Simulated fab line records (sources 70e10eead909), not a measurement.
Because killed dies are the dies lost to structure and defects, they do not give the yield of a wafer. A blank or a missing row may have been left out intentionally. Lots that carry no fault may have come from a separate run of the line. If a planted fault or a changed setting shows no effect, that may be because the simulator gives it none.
2 desks looking at one fault / flow nand harc / each desk holds nothing but its own numbers, with what lay behind them at the end

== FROM THE METROLOGY DESK ==
Lot by lot, what the gauges showed, no matter which tool ran the lot: averages of those sampled wafers that carry a number. If a lot's mean is further than 4 standard deviations from the usual mean, the lot is out of limits and carries the mark OUT (the distance appears in the brackets).
Columns: A = cd nm at NHARC_A_CHANNEL_HOLE_D1_CD_MEAS_30, usual 90.3 nm
lot=L292; first seen here=day 9 02:26; A=90.7
lot=L293; first seen here=day 9 12:18; A=90.1
lot=L297; first seen here=day 11 06:21; A=89.1
lot=L298; first seen here=day 11 09:45; A=89.6
lot=L300; first seen here=day 12 04:56; A=89.7
lot=L301; first seen here=day 12 14:56; A=90.4
lot=L303; first seen here=day 13 04:21; A=91.2
lot=L304; first seen here=day 13 08:31; A=90.2
lot=L305; first seen here=day 14 11:05; A=90.2
lot=L308; first seen here=day 15 16:13; A=90.3
lot=L310; first seen here=day 16 03:34; A=0.3 (-69) OUT
lot=L311; first seen here=day 17 10:55; A=0.1 (-69) OUT
lot=L312; first seen here=day 17 16:11; A=90.6
lot=L315; first seen here=day 18 23:23; A=91.2
This desk finds L310, L311 out of limits, L310 being first, at day 16 03:34 (cd nm at NHARC_A_CHANNEL_HOLE_D1_CD_MEAS_30). Within limits: L292, L293, L297, L298, L300, L301, L303, L304, L305, L308, L312, L315.

== THE TOOL OWNER'S DESK: har etch-01 ==
The tool's own readings at NHARC_A_CHANNEL_HOLE_D1_ETCH_24 (etches the open film in C4F8/O2/Ar, time 906.2 s, target depth 1500 nm): means of the sampled wafers that have a number, for each lot that ran on this tool. If a lot's mean is further than 4 standard deviations from the usual mean, the lot is out of limits and carries the mark OUT (the distance appears in the brackets).
Columns: A = c4f8 flow sccm at NHARC_A_CHANNEL_HOLE_D1_ETCH_24, usual 93.83 sccm; B = chamber pressure mTorr at NHARC_A_CHANNEL_HOLE_D1_ETCH_24, usual 20.000 mTorr; C = drypump motor current A at NHARC_A_CHANNEL_HOLE_D1_ETCH_24, usual 5.8 A; D = o2 flow sccm at NHARC_A_CHANNEL_HOLE_D1_ETCH_24, usual 31.21 sccm; E = showerhead plenum p Torr at NHARC_A_CHANNEL_HOLE_D1_ETCH_24, usual 3.68 Torr; F = throttle valve pct at NHARC_A_CHANNEL_HOLE_D1_ETCH_24, usual 32.236 %
lot=L293; first seen here=day 9 09:02; A=93.65; B=20.018; C=5.9; D=31.24; E=3.71; F=32.239
lot=L297; first seen here=day 11 02:58; A=93.57; B=19.990; C=5.9; D=31.23; E=3.70; F=32.239
lot=L300; first seen here=day 12 01:32; A=93.87; B=20.017; C=5.9; D=31.18; E=3.70; F=32.224
lot=L303; first seen here=day 13 01:05; A=93.70; B=20.002; C=5.9; D=31.25; E=3.69; F=32.225
lot=L304; first seen here=day 13 05:08; A=94.02; B=20.007; C=5.9; D=31.24; E=3.69; F=32.252
This desk's finding: nothing out of limits on any of the 5 lots.

== ALL TOGETHER ==
An alarm was possible from the metrology desk at day 16 03:34, on L310, L311.
The desk of the tool owner found nothing out of limits.
The tool owner's desk has no number on record for L310, L311.
NHARC_A_CHANNEL_HOLE_D1_ETCH_24 was run on har etch-01 by each of the lots named.

== WHAT HAD BEEN PUT IN BY THE SIMULATOR ==
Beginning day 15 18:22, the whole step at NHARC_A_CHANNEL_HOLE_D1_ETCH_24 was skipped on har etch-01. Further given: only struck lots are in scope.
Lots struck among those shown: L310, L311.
Per desk, hours elapsed from the start of the fault to the first reading out of limits: for the metrology desk, 9.
